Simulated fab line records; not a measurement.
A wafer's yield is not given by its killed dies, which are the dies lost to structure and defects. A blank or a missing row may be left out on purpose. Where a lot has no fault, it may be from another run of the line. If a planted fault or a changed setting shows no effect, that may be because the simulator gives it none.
Which tool is to blame? | flow n5_finfet | 24 lots with 72 wafers sampled at 5 steps, on a route of 1938 steps

## WHAT EACH GAUGE READ, for each wafer
N5_BEOL_M11_INSPECT_58: inspects for defects (darkfield). Usual: raw_defect_count reads 75 (standard deviation 25).
lot  | measured     | on                | raw_defect_count | flag
L076 | day 10 16:48 | defect_inspect-01 | 65 59 76         |
L075 | day 11 02:32 | defect_inspect-01 | 44 44 49         |
L074 | day 11 03:17 | defect_inspect-01 | 66 88 68         |
L077 | day 11 18:43 | defect_inspect-02 | 61 78 49         |
L078 | day 11 21:08 | defect_inspect-02 | 84 73 71         |
L081 | day 11 21:25 | defect_inspect-01 | 76 67 65         |
L079 | day 12 05:11 | defect_inspect-02 | 86 77 57         |
L080 | day 12 07:10 | defect_inspect-02 | 65 51 48         |
L082 | day 12 20:55 | defect_inspect-02 | 77 59 58         |
L084 | day 13 03:06 | defect_inspect-02 | 88 53 74         |
L083 | day 13 05:34 | defect_inspect-02 | 61 65 77         |
L085 | day 13 08:32 | defect_inspect-02 | 101 99 156       |
L086 | day 13 12:57 | defect_inspect-02 | 58 110 99        |
L087 | day 13 21:13 | defect_inspect-01 | 74 60 61         |
L089 | day 14 00:04 | defect_inspect-02 | 50 63 46         |
L088 | day 14 00:57 | defect_inspect-01 | 91 47 115        |
L090 | day 14 04:17 | defect_inspect-01 | 119 102 113      |
L091 | day 14 15:10 | defect_inspect-02 | 41 72 54         |
L093 | day 15 11:01 | defect_inspect-01 | 91 72 134        |
L092 | day 15 11:31 | defect_inspect-01 | 57 96 99         |
L095 | day 15 20:13 | defect_inspect-01 | 69 70 96         |
L094 | day 15 22:22 | defect_inspect-01 | 74 54 87         |
L096 | day 16 01:39 | defect_inspect-01 | 52 83 77         |
L097 | day 16 02:26 | defect_inspect-01 | 63 80 78         |

N5_BEOL_M12_OVL_MEAS_11. Usual: V11_OVL 1 nm, standard deviation 5.1.
lot  | measured     | on         | V11_OVL (nm) | flag
L076 | day 10 17:21 | overlay-02 | -3 6 -9      |
L075 | day 11 03:10 | overlay-02 | -10 -3 -6    |
L074 | day 11 03:47 | overlay-02 | -4 4 -1      |
L077 | day 11 19:13 | overlay-02 | 4 -8 0       |
L078 | day 11 21:45 | overlay-02 | 2 8 9        |
L081 | day 11 21:55 | overlay-02 | -5 10 7      |
L079 | day 12 05:49 | overlay-02 | 9 0 2        |
L080 | day 12 07:40 | overlay-02 | 6 0 8        |
L082 | day 12 21:36 | overlay-01 | 0 8 -2       |
L084 | day 13 03:44 | overlay-02 | -3 2 -2      |
L083 | day 13 06:04 | overlay-02 | -4 -7 -4     |
L085 | day 13 09:13 | overlay-02 | 1 -9 -2      |
L086 | day 13 13:35 | overlay-01 | -3 -5 2      |
L087 | day 13 21:50 | overlay-01 | 2 4 5        |
L089 | day 14 00:41 | overlay-02 | 12 1 2       |
L088 | day 14 01:35 | overlay-01 | 0 -3 -2      |
L090 | day 14 04:58 | overlay-01 | 1 6 4        |
L091 | day 14 15:47 | overlay-01 | -1 -6 1      |
L093 | day 15 11:31 | overlay-01 | 2 20 7       |
L092 | day 15 12:01 | overlay-02 | -4 -1 3      |
L095 | day 15 20:43 | overlay-02 | -1 -11 -3    |
L094 | day 15 23:00 | overlay-02 | 2 3 4        |
L096 | day 16 02:17 | overlay-02 | 2 10 5       |
L097 | day 16 02:56 | overlay-01 | -1 8 4       |

N5_BEOL_M12_INSPECT_12: inspects for defects (macro). Usual: raw_defect_count reads 2.1 (standard deviation 1.3).
lot  | measured     | on                | raw_defect_count | flag
L076 | day 10 17:23 | defect_inspect-01 | 2 3 1            |
L075 | day 11 03:11 | defect_inspect-01 | 2 3 2            |
L074 | day 11 03:49 | defect_inspect-01 | 1 1 1            |
L077 | day 11 19:14 | defect_inspect-02 | 1 1 1            |
L078 | day 11 21:47 | defect_inspect-02 | 1 1 1            |
L081 | day 11 21:56 | defect_inspect-02 | 3 2 1            |
L079 | day 12 05:56 | defect_inspect-02 | 2 0 1            |
L080 | day 12 07:41 | defect_inspect-02 | 6 2 3            |
L082 | day 12 21:37 | defect_inspect-02 | 2 1 1            |
L084 | day 13 03:45 | defect_inspect-02 | 3 1 3            |
L083 | day 13 06:17 | defect_inspect-02 | 4 2 3            |
L085 | day 13 09:35 | defect_inspect-02 | 0 2 4            |
L086 | day 13 13:36 | defect_inspect-02 | 1 3 2            |
L087 | day 13 21:52 | defect_inspect-01 | 1 0 3            |
L089 | day 14 00:43 | defect_inspect-01 | 2 4 2            |
L088 | day 14 01:36 | defect_inspect-02 | 4 2 3            |
L090 | day 14 04:59 | defect_inspect-01 | 0 5 2            |
L091 | day 14 15:49 | defect_inspect-01 | 1 3 2            |
L093 | day 15 11:32 | defect_inspect-01 | 0 0 4            |
L092 | day 15 12:03 | defect_inspect-02 | 1 5 0            |
L095 | day 15 20:44 | defect_inspect-02 | 1 2 3            |
L094 | day 15 23:01 | defect_inspect-01 | 1 2 2            |
L096 | day 16 02:18 | defect_inspect-01 | 0 3 2            |
L097 | day 16 02:58 | defect_inspect-01 | 1 3 3            |

N5_BEOL_M13_OVL_MEAS_11. Usual: V12_OVL 0 nm, standard deviation 5.4.
lot  | measured     | on         | V12_OVL (nm) | flag
L076 | day 10 21:56 | overlay-01 | -8 -2 -5     |
L075 | day 11 07:06 | overlay-02 | -7 1 0       |
L074 | day 11 09:28 | overlay-01 | 4 -4 -3      |
L077 | day 12 04:25 | overlay-02 | 3 4 1        |
L078 | day 12 05:13 | overlay-01 | -6 -9 -1     |
L081 | day 12 05:26 | overlay-02 | 5 2 7        |
L079 | day 12 12:40 | overlay-02 | 4 2 -1       |
L080 | day 12 12:20 | overlay-02 | -13 -3 -1    |
L082 | day 13 03:26 | overlay-02 | -3 0 -6      |
L084 | day 13 08:59 | overlay-01 | -7 10 11     |
L083 | day 13 12:16 | overlay-01 | -9 -6 -4     |
L085 | day 13 19:09 | overlay-02 | -1 -1 -4     |
L086 | day 13 21:35 | overlay-01 | 5 9 1        |
L087 | day 14 04:38 | overlay-02 | 8 3 2        |
L089 | day 14 07:51 | overlay-01 | -9 -2 -4     |
L088 | day 14 08:05 | overlay-02 | 11 3 2       |
L090 | day 14 10:42 | overlay-02 | -1 -9 -3     |
L091 | day 14 21:26 | overlay-01 | -11 2 0      |
L093 | day 15 15:59 | overlay-02 | 0 -1 10      |
L092 | day 15 17:24 | overlay-01 | -3 -11 -6    |
L095 | day 16 01:19 | overlay-02 | -7 -1 7      |
L094 | day 16 02:49 | overlay-02 | -6 3 3       |
L096 | day 16 07:23 | overlay-01 | 5 -6 -3      |
L097 | day 16 07:44 | overlay-01 | 2 -2 3       |

## EACH LOT AND THE TOOL THAT RAN IT (in order: tool; ch and the chambers of the sampled wafers; start)
lot  | N5_BEOL_M12_ILD_DEP_00
L076 | pecvd-03 ch 0,1, day 10 16:50
L075 | pecvd-02 ch 1,2, day 11 02:34
L074 | pecvd-04 ch 0,2, day 11 03:19
L077 | pecvd-03 ch 0,2, day 11 18:45
L078 | pecvd-04 ch 0,1,2, day 11 21:10
L081 | pecvd-03 ch 1,2, day 11 21:26
L079 | pecvd-03 ch 0,2, day 12 05:14
L080 | pecvd-02 ch 0,2, day 12 07:12
L082 | pecvd-04 ch 0,1, day 12 20:58
L084 | pecvd-02 ch 1,2, day 13 03:08
L083 | pecvd-03 ch 0,1, day 13 05:36
L085 | pecvd-04 ch 0,1, day 13 08:37
L086 | pecvd-03 ch 0,1,2, day 13 12:59
L087 | pecvd-02 ch 0,1, day 13 21:14
L089 | pecvd-03 ch 0,1,2, day 14 00:08
L088 | pecvd-04 ch 0,2, day 14 00:59
L090 | pecvd-03 ch 1,2, day 14 04:19
L091 | pecvd-04 ch 0,2, day 14 15:12
L093 | pecvd-03 ch 1,2, day 15 11:03
L092 | pecvd-04 ch 1,2, day 15 11:34
L095 | pecvd-02 ch 0,1, day 15 20:15
L094 | pecvd-03 ch 1,2, day 15 22:25
L096 | pecvd-03 ch 0,1,2, day 16 01:41
L097 | pecvd-03 ch 0,1,2, day 16 02:28
- N5_BEOL_M12_ILD_DEP_00: deposits SiOC from DEMS/O2, target thk 658.92 nm, time 130.7 s.

## WHAT THE TOOLS THEMSELVES READ (means of the sampled wafers that have a number; where no wafer has one, the mark that the record gives instead)
N5_BEOL_M12_ILD_DEP_00. Usual: heater_power_w 434 W, standard deviation 65; showerhead_plenum_p_Torr 5.694 Torr, standard deviation 0.013; throttle_valve_pct 12.1 %, standard deviation 0.56.
lot  | tool     | heater_power_w (W) | showerhead_plenum_p_Torr (Torr) | throttle_valve_pct (%) | flag
L076 | pecvd-03 | 403                | 5.694                           | 12.1                   |
L075 | pecvd-02 | 475                | 5.706                           | 12.3                   |
L074 | pecvd-04 | 417                | 5.696                           | 11.9                   |
L077 | pecvd-03 | 469                | 5.692                           | 11.7                   |
L078 | pecvd-04 | 443                | 5.699                           | 12.4                   |
L081 | pecvd-03 | 399                | 5.687                           | 12.0                   |
L079 | pecvd-03 | 476                | 5.693                           | 11.6                   |
L080 | pecvd-02 | 442                | 5.680                           | 12.1                   |
L082 | pecvd-04 | 426                | 5.701                           | 12.6                   |
L084 | pecvd-02 | 479                | 5.691                           | 12.0                   |
L083 | pecvd-03 | 377                | 5.693                           | 12.0                   |
L085 | pecvd-04 | 427                | 5.707                           | 12.5                   |
L086 | pecvd-03 | 416                | 5.693                           | 11.7                   |
L087 | pecvd-02 | 454                | 5.707                           | 12.5                   |
L089 | pecvd-03 | 456                | 5.698                           | 11.8                   |
L088 | pecvd-04 | 410                | 5.701                           | 12.1                   |
L090 | pecvd-03 | 456                | 5.688                           | 11.6                   |
L091 | pecvd-04 | 447                | 5.696                           | 12.1                   |
L093 | pecvd-03 | 390                | 5.691                           | 12.0                   |
L092 | pecvd-04 | 423                | 5.695                           | 12.0                   |
L095 | pecvd-02 | 449                | 5.710                           | 12.6                   |
L094 | pecvd-03 | 424                | 5.677                           | 11.9                   |
L096 | pecvd-03 | 439                | 5.693                           | 11.7                   |
L097 | pecvd-03 | 410                | 5.704                           | 11.8                   |

## THE ANSWER, worked out from the rows above alone
Rule: take the mean of a lot's wafers that have a number; if it is more than 3 standard deviations from the usual mean, the lot is off. Also off: a lot with no number at a reading for which 4 or more lots have one. All remaining lots with rows at the step are treated as sound. First the gauges in route order, then the tools' own readings, where a lot's mean is used as printed above. The first step at which some lot is off is used, and at that step the reading that is off furthest; a lot without a number counts as furthest.
Nothing can be told from this: no lot is off at any reading shown.

## WHAT THE SIMULATOR HAD INSERTED
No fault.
